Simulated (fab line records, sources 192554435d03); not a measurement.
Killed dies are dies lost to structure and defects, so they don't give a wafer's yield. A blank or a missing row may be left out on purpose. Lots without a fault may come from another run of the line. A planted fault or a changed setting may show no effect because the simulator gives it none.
Chamber matching | flow n5_finfet | N5_MOL_CONTACT_COAG_ALD_20 on ald_metal-01: 4 sister chambers
The step deposits TiN, target thk 1.5 nm, pulse time 1 s, purge time 3 s. 8 wafers are shown with their chamber, then 12 later ones without.

WAFERS WITH THEIR CHAMBER
wafer  | chamber | heater_power_w (W) | precursor_pulse_height_rel
L084.2 | 2       | 862                | 1.003
L086.3 | 3       | 787                | 0.983
L086.5 | 0       | 865                | 1.018
L089.4 | 2       | 848                | 1.006
L089.6 | 1       | 776                | 0.970
L090.2 | 3       | 763                | 1.010
L090.4 | 1       | 791                | 0.985
L090.5 | 0       | 876                | 0.995

WAFERS WITHOUT THEIR CHAMBER
wafer  | heater_power_w (W) | precursor_pulse_height_rel
L091.1 | 781                | 0.983
L091.2 | 846                | 0.993
L091.4 | 787                | 1.015
L092.1 | 777                | 0.996
L092.4 | 849                | 0.973
L092.6 | 784                | 0.962
L094.2 | 758                | 0.998
L094.3 | 855                | 0.998
L094.4 | 842                | 0.986
L095.2 | 861                | 1.016
L095.3 | 795                | 0.994
L095.5 | 836                | 1.016

WHICH CHAMBER EACH WENT THROUGH
wafer  | from the rows above     | in truth
L091.1 | can't be placed: 1 or 3 | 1
L091.2 | can't be placed: 2 or 0 | 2
L091.4 | can't be placed: 3 or 1 | 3
L092.1 | can't be placed: 3 or 1 | 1
L092.4 | can't be placed: 2 or 0 | 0
L092.6 | can't be placed: 1 or 3 | 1
L094.2 | can't be placed: 3 or 1 | 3
L094.3 | can't be placed: 2 or 0 | 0
L094.4 | can't be placed: 2 or 0 | 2
L095.2 | can't be placed: 2 or 0 | 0
L095.3 | can't be placed: 1 or 3 | 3
L095.5 | can't be placed: 2 or 0 | 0
Placed correctly: 0 of 12. Can't be placed from these rows: 12 (the true chamber is among the candidates in 12). Placed wrongly: 0.
How it was worked out, from the rows above alone: a wafer's distance from a chamber is the root of the sum, over the readings, of the square of ((its reading less the chamber's mean) divided by the reading's scatter). The wafer belongs to the nearest chamber; if the next one is less than 2 further off, it can't be placed. A chamber's mean is the mean of its shown wafers. The scatter: the root of (the sum of the squares of (reading less its chamber's mean) over the shown wafers, divided by (wafers less chambers)).
